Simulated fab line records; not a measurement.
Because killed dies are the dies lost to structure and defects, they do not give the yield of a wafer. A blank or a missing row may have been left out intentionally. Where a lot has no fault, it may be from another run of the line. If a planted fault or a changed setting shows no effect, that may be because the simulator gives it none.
2 desks looking at one fault | flow n5-finfet | only its own numbers are on each desk; what lay behind them is given at the end

## DESK OF THE TOOL OWNER: rie-diel-03
The tool's own readings at N5_BEOL_M4_ETCH_64 (etches SOC in N2/H2, target depth 75 nm, overetch 22.5 nm, time 121.9 s): means of the sampled wafers that have a number, for each lot that ran on this tool. If a lot's mean is further than 4 standard deviations from the usual mean, the lot is out of limits and carries the mark OUT (the distance appears in the brackets).
Columns: A = bias-w at N5_BEOL_M4_ETCH_64, usual 150.0 W; B = drypump-motor-current-A at N5_BEOL_M4_ETCH_64, usual 5.7 A; C = oes-product-au at N5_BEOL_M4_ETCH_64, usual 0.60 a.u.; D = rf-vpp-V at N5_BEOL_M4_ETCH_64, usual 525.8 V; E = showerhead-plenum-p-Torr at N5_BEOL_M4_ETCH_64, usual 2.61 Torr; F = throttle-valve-pct at N5_BEOL_M4_ETCH_64, usual 17.75 %
lot  | first seen here | A               | B   | C    | D               | E    | F
L297 | day 8 08:49     | 150.1           | 5.2 | 0.53 | 526.3           | 2.64 | 17.91
L299 | day 8 19:21     | 150.3           | 5.5 | 0.66 | 526.2           | 2.62 | 17.64
L303 | day 9 21:27     | 150.5           | 5.5 | 0.61 | 526.4           | 2.63 | 17.72
L309 | day 11 04:17    | 156.6 (+16) OUT | 5.3 | 0.56 | 540.9 (+11) OUT | 2.61 | 17.84
L310 | day 11 11:18    | 156.2 (+15) OUT | 5.3 | 0.56 | 540.0 (+10) OUT | 2.61 | 17.84
This desk finds L309, L310 out of limits, L309 being first, at day 11 04:17 (bias-w at N5_BEOL_M4_ETCH_64). L297, L299, L303: within limits.

## AT THE METROLOGY DESK
What the gauges read for every lot (on any tool): the sampled wafers with a number, averaged. If a lot's mean is further than 4 standard deviations from the usual mean, the lot is out of limits and carries the mark OUT (the distance appears in the brackets). Of its 11 readings 7 are shown: those that lie furthest out on some lot.
Columns: A = DIBL_N at N5_BEOL_M4_RC_MEAS_101, usual 37.0 mV/V; B = DIBL_P at N5_BEOL_M4_RC_MEAS_101, usual 36.7 mV/V; C = IOFF_N at N5_BEOL_M4_RC_MEAS_101, usual 0.17 nA/um; D = IOFF_P at N5_BEOL_M4_RC_MEAS_101, usual 0.22 nA/um; E = SS_N at N5_BEOL_M4_RC_MEAS_101, usual 71.6 mV/dec; F = SS_P at N5_BEOL_M4_RC_MEAS_101, usual 73.4 mV/dec; G = VT_P at N5_BEOL_M4_RC_MEAS_101, usual -250 mV
lot  | first seen here | A    | B    | C    | D    | E    | F    | G
L297 | day 8 07:36     | 36.8 | 36.4 | 0.18 | 0.25 | 71.7 | 73.4 | -246
L299 | day 8 14:42     | 38.8 | 37.9 | 0.20 | 0.23 | 71.7 | 74.1 | -251
L300 | day 8 21:28     | 39.1 | 39.2 | 0.20 | 0.26 | 72.3 | 74.1 | -249
L303 | day 9 20:27     | 36.6 | 37.1 | 0.16 | 0.20 | 71.7 | 73.7 | -254
L309 | day 11 02:46    | 36.9 | 36.9 | 0.17 | 0.23 | 71.7 | 73.2 | -249
L307 | day 11 03:29    | 33.3 | 32.9 | 0.11 | 0.15 | 70.3 | 72.2 | -258
L310 | day 11 10:01    | 38.2 | 37.8 | 0.20 | 0.26 | 71.4 | 73.3 | -244
L314 | day 13 02:11    | 36.8 | 36.0 | 0.15 | 0.21 | 71.9 | 73.1 | -250
L316 | day 13 08:17    | 35.8 | 34.6 | 0.15 | 0.21 | 71.7 | 73.4 | -250
Finding of this desk: none of the 9 lots has anything out of limits.

## PUT TOGETHER
An alarm could have come from the tool owner's desk at day 11 04:17, on L309, L310.
The metrology desk saw nothing out of limits.
The metrology desk holds a record of L309, L310, inside its limits.
On rie-diel-03, each named lot ran N5_BEOL_M4_ETCH_64.

## WHAT WAS PUT IN BY THE SIMULATOR
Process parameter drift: rie-diel-03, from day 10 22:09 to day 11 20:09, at N5_BEOL_M4_ETCH_64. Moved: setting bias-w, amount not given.
Lots struck among those shown: L309, L310.
Delay in hours, fault start to first out-of-limits reading, by desk: the tool owner's desk at 6.
